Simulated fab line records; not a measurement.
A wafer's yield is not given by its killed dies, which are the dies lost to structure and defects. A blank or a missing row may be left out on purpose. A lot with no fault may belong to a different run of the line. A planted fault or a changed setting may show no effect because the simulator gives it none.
fab line records	flow n5_finfet
record lots=6	wafers=18	last_day=15
route steps=1938 shown BEOL_M14@1738 PASSIVATION@1936
lots that met no fault: taken from a fault-free run of the same line
start_h: hours from the record's opening day to when the first of the lot's shown wafers began	wait_h: how many hours have passed since the lot's step before this one	" the same as in the row above	L1.1+2: a row that stands for several wafers	- no value present, or no start provided	* or withheld: withheld	< > ~ a bound
route shown NAME@n: NAME is a module with steps in the file, n the number in the route of the first one	usual: mean/standard deviation taken from wafers without a fault	same: alike in all rows	chamber/n: place in a boat	sites: per-site readings	_std_site: standard deviation across them	_edge_site: the outer-site mean with the inner-site mean subtracted	radius_mm: for every site, how far away it sits from the centre of the wafer	mask NAME#n: copy n	behind: the most recent tool/chamber to have shaped the wafer	hold: why the lot went on hold/how many hours it stayed there/how the hold came to an end	device: transistor that didn't switch, given as n, p or np	end of line: at the end of the route, the tests of the same wafers	a step given without rows: its recipe and nothing more	killed: count of dies lost to structure and defects at first sort (not the wafer's yield)	map: a wafer's dies, marking killed ones x, the rest . and places with no die _
set.NAME: the setting as run; set.NAME@STEP: as run at that earlier step	model.NAME: the simulator's own value behind a step, which no gauge read
a table for each step, a row for each wafer; lots at some steps of the route
services: the hour from which a tool's chamber was out of use, counted from the record's first day as start_h (under 0 if before that day), plus the number of hours and why
## steps
# step N5_BEOL_M14_COAT_66
# recipe resist=SiARC	temp_c=220	time_s=60	spin_rpm=1500	resist_thk_nm=110
# step N5_BEOL_M14_COAT_22
# recipe spin_rpm=2888	resist_thk_nm=300
# step N5_BEOL_M14_EBR_24
# recipe solvent=PGMEA	ebr_width_mm=1.5
# step N5_BEOL_M14_SOFTBAKE_23
# recipe temp_c=130	time_s=60
# step N5_BEOL_M14_EXPOSE_25
# recipe mask_id=M14	na=0.8	source_shape=annular	sigma_inner=0.5	sigma_outer=0.8	polarization=unpolarized	target_cd_nm=280	dose_mj=26.6
# step N5_BEOL_M14_PEB_26
# recipe peb_temp_c=130	peb_time_s=90
# step N5_BEOL_M14_DEVELOP_27
# recipe develop_time_s=45	rinse_liquid=diw	dry=air_spin	dev_temp_c=21
# step N5_BEOL_M14_HARDBAKE_32
# recipe temp_c=130	time_s=120
# step N5_BEOL_M14_CD_MEAS_28
# recipe target_cd_nm=284.4	landing_energy_ev=500	detector=se_inlens
# usual cd_nm=283.4/1.8
lot.wafer	tool	chamber	start_h	wait_h	cd_nm
L404.2	cd_sem-01	0	247.90	-	282.3
L404.3	"	0	"	"	282.2
L404.5	"	0	"	"	281.1
L403.2	cd_sem-02	0	247.96	-	283.8
L403.4	"	0	"	"	283.6
L403.6	"	0	"	"	283.2
L411.4	cd_sem-02	0	304.23	-	284.7
L411.5	"	0	"	"	283.7
L411.6	"	0	"	"	283.8
L414.1	cd_sem-03	0	308.51	-	286.1
L414.3	"	0	"	"	283.7
L414.5	"	0	"	"	284.8
L421.1	cd_sem-01	0	342.62	-	287.7
L421.2	"	0	"	"	284.5
L421.3	"	0	"	"	284.8
L418.1	cd_sem-03	0	347.45	-	283.4
L418.5	"	0	"	"	281.5
L418.6	"	0	"	"	284.2
# step N5_BEOL_M14_OVL_MEAS_29
# recipe points_per_wafer=44
# usual M14_OVL=-1/5.7
lot.wafer	tool	chamber	start_h	wait_h	M14_OVL[nm]
L404.2	overlay-01	0	247.93	0.0	4
L404.3	"	0	"	"	4
L404.5	"	0	"	"	0
L403.2	overlay-01	0	247.99	0.0	0
L403.4	"	0	"	"	1
L403.6	"	0	"	"	3
L411.4	overlay-02	0	304.26	0.0	-7
L411.5	"	0	"	"	-2
L411.6	"	0	"	"	-1
L414.1	overlay-01	0	308.54	0.0	-5
L414.3	"	0	"	"	-5
L414.5	"	0	"	"	1
L421.1	overlay-02	0	342.65	0.0	-13
L421.2	"	0	"	"	-2
L421.3	"	0	"	"	-10
L418.1	overlay-01	0	347.48	0.0	-10
L418.5	"	0	"	"	-6
L418.6	"	0	"	"	-7
# step N5_BEOL_M14_INSPECT_30
# recipe mode=adi	inspect_instrument=macro
# usual raw_defect_count=2.2/1.5
lot.wafer	tool	chamber	start_h	wait_h	raw_defect_count
L404.2	defect_inspect-02	-	247.95	0.0	1
L404.3	"	-	"	"	0
L404.5	"	-	"	"	4
L403.2	defect_inspect-01	-	248.01	0.0	1
L403.4	"	-	"	"	1
L403.6	"	-	"	"	3
L411.4	defect_inspect-01	-	304.28	0.0	2
L411.5	"	-	"	"	3
L411.6	"	-	"	"	2
L414.1	defect_inspect-01	-	308.56	0.0	1
L414.3	"	-	"	"	2
L414.5	"	-	"	"	0
L421.1	defect_inspect-02	-	342.67	0.0	0
L421.2	"	-	"	"	2
L421.3	"	-	"	"	1
L418.1	defect_inspect-01	-	347.51	0.0	1
L418.5	"	-	"	"	2
L418.6	"	-	"	"	6
# step N5_BEOL_M14_DESCUM_33
# recipe chemistry=O2	time_s=7.9	source_power_w=50	bias_power_w=20	pressure_mtorr=20	rf_frequency_hz=2.712e+07	temp_c=40	o2_flow_sccm=225
# usual drypump_motor_current_A=5.4/0.46	oes_product_au=0.78/0.075	rf_vpp_V=243.0/1.4	showerhead_plenum_p_Torr=2.09/0.072	temp_c=40.00/0.1	throttle_valve_pct=20.48/0.21
# same time_s=7.9
lot.wafer	tool	chamber	start_h	wait_h	drypump_motor_current_A	oes_product_au	rf_hours_counter_h	rf_vpp_V	showerhead_plenum_p_Torr	temp_c	throttle_valve_pct
L404.2	rie_diel-06	3	248.85	0.9	4.9	0.79	103	241.7	2.03	40.09	20.22
L404.3	"	0	"	"	5.1	0.71	210	245.4	2.15	40.02	20.66
L404.5	"	2	"	"	5.2	0.78	-	241.4	2.02	39.94	20.63
L403.2	rie_diel-03	1	249.14	1.1	4.8	0.78	119	241.5	2.02	39.97	20.13
L403.4	"	0	"	"	6.2	0.68	241	243.8	2.16	40.02	20.76
L403.6	"	1	"	"	4.8	0.77	-	243.0	2.02	40.07	20.14
L411.4	rie_diel-06	1	304.31	0.0	5.3	0.76	144	243.4	2.12	39.98	20.61
L411.5	"	1	"	"	5.4	0.76	-	242.5	2.12	39.92	20.62
L411.6	"	0	"	"	5.0	0.69	-	244.2	2.14	40.09	20.69
L414.1	rie_diel-06	3	308.60	0.0	4.9	0.77	124	243.1	2.02	40.03	20.24
L414.3	"	2	"	"	5.2	0.76	159	242.5	2.02	40.12	20.69
L414.5	"	2	"	"	5.2	0.76	-	240.3	2.02	40.24	20.68
L421.1	rie_diel-03	3	343.19	0.5	5.8	0.85	77	241.3	2.13	40.06	20.55
L421.2	"	2	"	"	5.8	0.92	9	245.6	2.23	40.04	20.26
L421.3	"	1	"	"	4.9	0.75	156	242.4	2.01	39.90	20.19
L418.1	rie_diel-01	1	347.54	0.0	5.8	0.84	64	242.8	2.04	39.82	20.33
L418.5	"	3	"	"	6.5	0.78	-	245.5	2.20	39.94	20.26
L418.6	"	2	"	"	5.1	0.72	-	244.4	2.17	40.02	20.78
# step N5_BEOL_M14_ETCH_67
# recipe chemistry=CF4	target=SiARC	target_depth_a=1430	time_s=238.3	ion_energy_ev=80	pressure_mtorr=40	source_w=545	bias_w=36	Ar_flow_sccm=100	cf4_flow_sccm=100	ends=cleared
# usual drypump_motor_current_A=5.4/0.46	etch_rf_on_time_s=239/6.3	oes_product_au=0.67/0.065	rf_vpp_V=183.9/1.4	showerhead_plenum_p_Torr=2.13/0.076	throttle_valve_pct=15.61/0.23
lot.wafer	tool	chamber	start_h	wait_h	drypump_motor_current_A	etch_rf_on_time_s	oes_product_au	rf_hours_counter_h	rf_vpp_V	showerhead_plenum_p_Torr	throttle_valve_pct
L404.2	rie_diel-06	3	248.88	0.0	4.9	245	0.67	103	183.8	2.06	15.26
L404.3	"	0	"	"	5.0	237	0.61	210	185.5	2.20	15.88
L404.5	"	2	"	"	5.2	231	0.67	-	182.6	2.06	15.70
L403.2	rie_diel-03	1	249.17	0.0	4.8	243	0.67	119	182.9	2.07	15.30
L403.4	"	0	"	"	6.3	232	0.59	241	184.7	2.20	15.90
L403.6	"	1	"	"	4.9	242	0.65	-	181.7	2.07	15.28
L411.4	rie_diel-06	1	304.35	0.0	5.3	171	0.78	144	184.1	2.16	15.72
L411.5	"	1	"	"	5.4	171	0.78	-	184.2	2.16	15.72
L411.6	"	0	"	"	5.0	169	0.74	-	185.5	2.20	15.94
L414.1	rie_diel-06	3	308.63	0.0	4.9	174	0.80	124	182.2	2.06	15.31
L414.3	"	2	"	"	5.2	164	0.81	159	182.1	2.05	15.76
L414.5	"	2	"	"	5.2	164	0.80	-	183.6	2.05	15.76
L421.1	rie_diel-03	3	343.23	0.0	5.8	244	0.71	77	184.1	2.16	15.63
L421.2	"	2	"	"	5.8	238	0.78	9	186.7	2.29	15.47
L421.3	"	1	"	"	4.8	244	0.64	156	181.6	2.06	15.36
L418.1	rie_diel-01	1	347.58	0.0	5.8	238	0.72	64	181.9	2.09	15.48
L418.5	"	3	"	"	6.5	235	0.68	-	185.9	2.25	15.43
L418.6	"	2	"	"	5.1	249	0.62	-	185.1	2.22	16.00
# step N5_BEOL_M14_ETCH_68
# recipe chemistry=N2/H2	target=SOC	mask_material=SiARC	source_w=3000	bias_w=350	temp_c=40	time_s=450	ion_energy_ev=200	pressure_mtorr=30	n2_flow_sccm=200	h2_flow_sccm=200
# usual drypump_motor_current_A=5.4/0.46	oes_product_au=0.78/0.074	rf_vpp_V=523.7/2.6	showerhead_plenum_p_Torr=2.53/0.089	temp_c=39.99/0.11	throttle_valve_pct=17.81/0.24
# same time_s=450
lot.wafer	tool	chamber	start_h	wait_h	drypump_motor_current_A	oes_product_au	rf_hours_counter_h	rf_vpp_V	showerhead_plenum_p_Torr	temp_c	throttle_valve_pct
L404.2	rie_diel-06	3	249.03	0.1	4.9	0.78	103	522.6	2.47	39.94	17.69
L404.3	"	0	"	"	5.0	0.71	210	525.8	2.63	40.11	18.15
L404.5	"	2	"	"	5.2	0.77	-	522.8	2.45	39.88	18.01
L403.2	rie_diel-03	1	249.32	0.1	4.8	0.78	119	521.9	2.45	39.94	17.38
L403.4	"	0	"	"	6.2	0.68	241	525.6	2.62	39.89	18.09
L403.6	"	1	"	"	4.8	0.78	-	521.2	2.45	39.92	17.40
L411.4	rie_diel-06	1	304.50	0.1	5.4	0.76	145	522.8	2.53	39.98	17.73
L411.5	"	1	"	"	5.4	0.76	-	523.7	2.53	39.84	17.73
L411.6	"	0	"	"	5.0	0.69	-	526.7	2.62	39.84	18.21
L414.1	rie_diel-06	3	308.78	0.1	4.9	0.77	124	521.0	2.46	39.96	17.73
L414.3	"	2	"	"	5.2	0.75	159	522.1	2.44	40.05	18.06
L414.5	"	2	"	"	5.2	0.75	-	521.3	2.45	40.07	18.05
L421.1	rie_diel-03	3	343.37	0.1	5.8	0.84	77	525.7	2.56	40.24	17.74
L421.2	"	2	"	"	5.8	0.93	9	529.7	2.71	39.92	17.53
L421.3	"	1	"	"	4.9	0.74	156	523.6	2.43	39.94	17.44
L418.1	rie_diel-01	1	347.72	0.1	5.8	0.85	64	522.6	2.47	40.12	17.72
L418.5	"	3	"	"	6.5	0.78	-	527.6	2.67	39.94	17.54
L418.6	"	2	"	"	5.1	0.74	-	527.6	2.65	40.06	18.20
# step N5_PASSIVATION_PROBE_49
# usual defect_limited_yield=91.3/1.5	killed_at_M0_to_M3=34/9.4	killed_at_M4_up=13/5.3	killed_at_contacts=13/5.7	killed_at_front_end=40/10	killed_at_other=3.7/2.8	killed_dies=103/17	killed_open=67/13	killed_short=35/8.5	sort_bin_5_function=5.0/0.98	sort_bin_6_memory=3.3/0.7	sort_bin_8_speed=0.00/0.007	sort_n_pass=1077/17	sort_yield_pct=91.3/1.5
# same gross_dies=1180	killed_at_back_side=0	sort_bin_4_leakage[%]=0
lot.wafer	tool	chamber	start_h	wait_h	defect_limited_yield[%]	killed_at_M0_to_M3	killed_at_M4_up	killed_at_contacts	killed_at_front_end	killed_at_other	killed_dies	killed_open	killed_short	sort_bin_5_function[%]	sort_bin_6_memory[%]	sort_bin_8_speed[%]	sort_n_pass	sort_yield_pct[%]
L404.2	prober-02	-	272.73	0.1	92.5	30	10	14	27	8	89	46	37	4.2	2.6	0	1091	92.5
L404.3	prober-02	-	272.78	0.1	93.1	30	5	13	32	1	81	43	38	3.4	3.0	0	1099	93.1
L404.5	prober-02	-	272.88	0.2	91.1	35	4	16	46	4	105	73	31	5.2	3.5	0	1075	91.1
L411.4	prober-01	-	331.44	0.2	94.0	25	6	9	28	3	71	44	27	3.7	2.2	0	1109	94.0
L411.5	prober-01	-	331.49	0.2	93.1	40	7	3	29	3	82	38	44	4.3	2.4	0	1098	93.1
L411.6	prober-01	-	331.54	0.3	93.6	26	14	4	25	7	76	44	32	3.9	2.2	0	1104	93.6
L414.1	prober-01	-	332.57	0.0	92.8	25	17	14	28	1	85	57	26	4.8	2.3	0	1095	92.8
L414.3	prober-01	-	332.67	0.1	92.7	24	11	18	32	1	86	43	38	3.8	3.1	0	1094	92.7
L414.5	prober-01	-	332.77	0.2	90.0	43	17	19	38	1	118	79	39	5.8	3.6	0	1062	90.0
L421.1	prober-02	-	369.78	0.0	92.4	29	10	22	28	1	90	66	24	3.7	3.8	0	1090	92.4
L421.2	prober-02	-	369.83	0.1	92.5	25	7	9	40	7	88	52	35	4.2	2.6	0	1092	92.5
L421.3	prober-02	-	369.88	0.1	91.8	39	5	15	36	2	97	63	34	5.0	2.8	0	1083	91.8
# killed by level:class
L404.2 MOL_CONTACT_COAG:geometric_particle:open=11 BEOL_M0_SAQP:geometric_particle:short=10 BEOL_M0_SAQP:geometric_particle:open=8 GATE_CUT:geometric_particle:short=5 HKMG_FIN:area_etch=5 GATE_CUT:geometric_particle:open=4 BEOL_M0:geometric_particle:short=4 BEOL_M5:geometric_particle:open=4
L404.3 MOL_CONTACT_COAG:geometric_particle:open=9 STI_FIN_REVEAL:geometric_particle:open=7 BEOL_M1:geometric_particle:short=6 GATE_CUT:geometric_particle:open=5 GATE_CUT:geometric_particle:short=5 BEOL_M0_SAQP:geometric_particle:short=5 BEOL_M0:geometric_particle:short=5 BEOL_M3:geometric_particle:open=5
L404.5 MOL_CONTACT_COAG:geometric_particle:open=13 FIN_SAQP:geometric_particle:open=12 GATE_CUT:geometric_particle:open=10 GATE_CUT:geometric_particle:short=7 BEOL_M0_SAQP:geometric_particle:open=7 BEOL_M0_SAQP:geometric_particle:short=6 BEOL_M2:geometric_particle:open=6 BEOL_M3:geometric_particle:open=6
L411.4 BEOL_M0_SAQP:geometric_particle:open=9 DUMMY_GATE:geometric_particle:open=6 MOL_CONTACT_COAG:geometric_particle:open=6 GATE_CUT:geometric_particle:short=5 BEOL_M0_SAQP:geometric_particle:short=5 FIN_SAQP:geometric_particle:short=4 ILD0:geometric_particle:open=3 MOL_CONTACT_COAG:geometric_particle:short=3
L411.5 BEOL_M0_SAQP:geometric_particle:open=13 BEOL_M0_SAQP:geometric_particle:short=11 ILD0:geometric_particle:short=8 FIN_SAQP:geometric_particle:short=5 BEOL_M1:geometric_particle:short=4 GATE_CUT:geometric_particle:short=3 BEOL_M1:geometric_particle:open=3 BEOL_M2:geometric_particle:open=3
L411.6 BEOL_M3:geometric_particle:open=8 STI_FIN_REVEAL:geometric_particle:open=5 BEOL_M2:geometric_particle:open=5 FIN_SAQP:geometric_particle:open=4 GATE_CUT:geometric_particle:short=4 BEOL_M0_SAQP:geometric_particle:short=4 BEOL_M1:geometric_particle:short=4 BEOL_M5:geometric_particle:short=4
L414.1 MOL_CONTACT_COAG:geometric_particle:open=10 STI_FIN_REVEAL:geometric_particle:open=7 BEOL_M3:geometric_particle:open=7 GATE_CUT:geometric_particle:open=7 GATE_CUT:geometric_particle:short=5 BEOL_M4:geometric_particle:open=5 MOL_CONTACT_COAG:geometric_particle:short=4 BEOL_M0_SAQP:geometric_particle:short=3
L414.3 MOL_CONTACT_COAG:geometric_particle:open=9 MOL_CONTACT_COAG:geometric_particle:short=9 FIN_SAQP:geometric_particle:short=7 GATE_CUT:geometric_particle:short=6 BEOL_M2:geometric_particle:short=6 BEOL_M2:geometric_particle:open=6 STI_FIN_REVEAL:geometric_particle:open=4 BEOL_M3:geometric_particle:open=4
L414.5 BEOL_M3:geometric_particle:open=21 MOL_CONTACT_COAG:geometric_particle:open=13 FIN_SAQP:geometric_particle:short=8 BEOL_M0:geometric_particle:open=7 GATE_CUT:geometric_particle:short=6 MOL_CONTACT_COAG:geometric_particle:short=6 BEOL_M1:geometric_particle:open=5 BEOL_M4:geometric_particle:open=5
L421.1 MOL_CONTACT_COAG:geometric_particle:open=21 BEOL_M2:geometric_particle:open=9 BEOL_M0_SAQP:geometric_particle:open=8 FIN_SAQP:geometric_particle:short=6 FIN_SAQP:geometric_particle:open=5 DUMMY_GATE:geometric_particle:open=5 BEOL_M0_SAQP:geometric_particle:short=5 GATE_CUT:geometric_particle:short=4
L421.2 STI_FIN_REVEAL:geometric_particle:open=13 STI_FIN_REVEAL:geometric_particle:short=6 BEOL_M2:geometric_particle:open=6 MOL_CONTACT_COAG:geometric_particle:open=6 BEOL_M1:geometric_particle:open=6 FIN_SAQP:geometric_particle:short=4 FIN_SAQP:geometric_particle:open=3 GATE_CUT:geometric_particle:short=3
L421.3 BEOL_M3:geometric_particle:open=11 STI_FIN_REVEAL:geometric_particle:open=10 MOL_CONTACT_COAG:geometric_particle:open=10 BEOL_M0_SAQP:geometric_particle:short=7 FIN_SAQP:geometric_particle:short=6 BEOL_M0_SAQP:geometric_particle:open=6 STARTING-WAFER:geometric_particle:short=6 FIN_SAQP:geometric_particle:open=5
## services
tool	chamber	start_h	hours	kind
rie_diel-06	1	254.91	6.7	repair
rie_diel-06	3	258.08	2.7	repair
rie_diel-03	0	272.04	-	clean
rie_diel-03	0	272.04	-	consumable_replace:focus_ring
rie_diel-03	0	272.04	22.2	scheduled_down
rie_diel-03	0	272.04	22.2	vent_cycle
rie_diel-03	2	294.28	-	clean
rie_diel-03	2	294.28	-	consumable_replace:focus_ring
rie_diel-03	2	294.28	-	consumable_replace:showerhead
rie_diel-03	2	294.28	25.3	scheduled_down
rie_diel-03	2	294.28	25.3	vent_cycle
rie_diel-01	0	299.89	-	clean
rie_diel-01	0	299.89	-	consumable_replace:focus_ring
rie_diel-01	0	299.89	15.7	scheduled_down
rie_diel-01	0	299.89	15.7	vent_cycle
rie_diel-06	2	336.84	9.5	repair
## key
first_sign step=N5_BEOL_M14_ETCH_67	reading=etch_rf_on_time_s	direction=down	sigmas=11	usual=*	struck=*
effect step=N5_BEOL_M14_ETCH_67	reading=oes_product_au	direction=up	sigmas=1.8	usual=0.67	struck=0.78
met_at N5_BEOL_M14_ETCH_67
struck_wafers L411.4,L411.5,L411.6,L414.1,L414.3,L414.5
onset_between 248.88 304.35
fault kind=process_parameter_drift	tool=rie_diel-06	chamber=-	onset_h=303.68	steps=N5_BEOL_M14_ETCH_67	channel=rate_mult	offset=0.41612	shape=step	end_h=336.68
